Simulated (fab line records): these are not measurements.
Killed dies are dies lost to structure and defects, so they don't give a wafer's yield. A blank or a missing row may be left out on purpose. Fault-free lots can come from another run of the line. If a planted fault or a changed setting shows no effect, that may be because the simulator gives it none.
Struck lot and sound lot, side by side -- flow n5-finfet -- 15 out of 1938 route steps
Sound: wafers L116.3, L116.4, L116.6. Struck: wafer L125.2 (left out: L125.1, a lot-mate that was not struck); the cause follows at the end.
At each step with rows: each side's tool, then ch and its chambers, then its first start. Under that, the readings that differ: sound wafers -- struck wafers -- difference of the means -- sigmas: that difference in standard deviations of wafers without a fault.
alike: readings whose means differ by less than 2 such deviations, and words and numbers that are the same on both sides. not compared: withheld readings, readings that some wafer has no value for, bounds like >300 that may hide the same value, and numbers for which the record gives no deviation and whose values overlap.
A row with sigmas, a row that says differs or no value, or rows on one side alone: a step with any of these is where the two part. When numbers do not overlap yet have no deviation, they are printed without sigmas and do not part them. Lack of a reading on every wafer of one side parts them only where that side has two or more wafers.

N5_BEOL_M11_CURE_72: cures SiCOH lowk, time 120 s.
  sound on uv-cure-01 ch 0, day 10 19:27; struck on uv-cure-03 ch 2, day 12 21:00
reading,sound,struck,difference,sigmas
lamp-power-pct (%),52.30 52.35 52.36,52.46,+0.12,+2
wafer_temp_C_max,371.4 371.1 371.1,373.0,+1.8,+2
N5_BEOL_M11_DEGAS_44: time 60 s.
  struck on pvd-sputter-01, day 12 21:28; sound on pvd-sputter-01, day 10 19:40
  alike: heater-power-w, susceptor-temp-C
then, 2 steps without rows for these wafers: N5_BEOL_M11_PRE_CLEAN_45 (time 30 s); N5_BEOL_M11_ALD_74 (deposits TaN, target thk 2 nm, pulse time 2 s, purge time 3 s).
N5_BEOL_M11_SURFACE_TREAT_76:
  struck on pvd-sputter-01, day 12 22:04; sound on pvd-sputter-02, day 10 21:29
  not compared: throttle-valve-pct
then, 1 step without rows for these wafers: N5_BEOL_M11_CVD_75 (deposits Co from CCTBA/H2, target thk 2 nm, time 138.9 s).
N5_BEOL_M11_SPUTTER_48: material Cu, target thk 12 nm, time 2 s.
  struck on pvd-sputter-01, day 12 22:19; sound on pvd-sputter-02, day 10 21:49
  alike: bias-v, chuck-sensor-temp-C, susceptor-temp-C, throttle-valve-pct
then, 2 steps without rows for these wafers: N5_BEOL_M11_ECD_50 (material Cu, target thk 318 nm); N5_BEOL_M11_ANNEAL_51 (time 90 s).
N5_BEOL_M11_CMP_52: polishes, stops on SiCOH lowk, t overpolish 7 s, target thk 140 nm.
  sound on cmp-03 ch 0,1, day 10 22:20; struck on cmp-01 ch 2, day 12 22:52
  alike: barrier-field-endpoint-s, motor-current-A, overpolish-run-s, platen-rpm, time-to-endpoint-s
N5_BEOL_M11_THK_MEAS_53: measures by xrf.
  struck on film-metro-02, day 12 23:07; sound on film-metro-01, day 10 22:38
  alike: M11_THK
then, 1 step without rows for these wafers: N5_BEOL_M11_PRE_CLEAN_55 (time 15 s).
N5_BEOL_M11_DEP_56: deposits SiCN from 3MS/NH3, target thk 30 nm, time 10.5 s.
  sound on pecvd-04 ch 0,1,2, day 10 22:41; struck on pecvd-03 ch 2, day 12 23:12
reading,sound,struck,difference,sigmas
showerhead-plenum-p-Torr (Torr),4.182 4.246 4.165,4.138,-0.060,-2
model.SiCN_of_BEOL_M11_DEP_56.thk-nm (nm),29.8 30.6 30.2,26.8,-3.4,
  alike: showerhead-vpp-V, throttle-valve-pct
N5_BEOL_M11_RS_MEAS_57: a four-point-probe measurement.
  struck on film-metro-01, day 12 23:17; sound on film-metro-02, day 10 22:46
  alike: M11_RS
N5_PASSIVATION_PROBE_49:
  struck on prober-02, day 14 19:55; sound on prober-02, day 12 12:23
reading,sound,struck,difference,sigmas
killed-at-front-end,33 43 36,16,-21,-2
  alike: defect-limited-yield, killed_at_M0_to_M3, killed_at_M4_up, killed-at-contacts, killed-at-other, killed-dies, killed-open, killed-short, sort_bin_5_function, sort_bin_6_memory, sort_bin_8_speed, sort-n-pass, sort-yield-pct

WHERE THEY PART
At N5_BEOL_M11_CURE_72 first; at N5_PASSIVATION_PROBE_49 last (within this record only).

WHY: the cause the simulator had injected
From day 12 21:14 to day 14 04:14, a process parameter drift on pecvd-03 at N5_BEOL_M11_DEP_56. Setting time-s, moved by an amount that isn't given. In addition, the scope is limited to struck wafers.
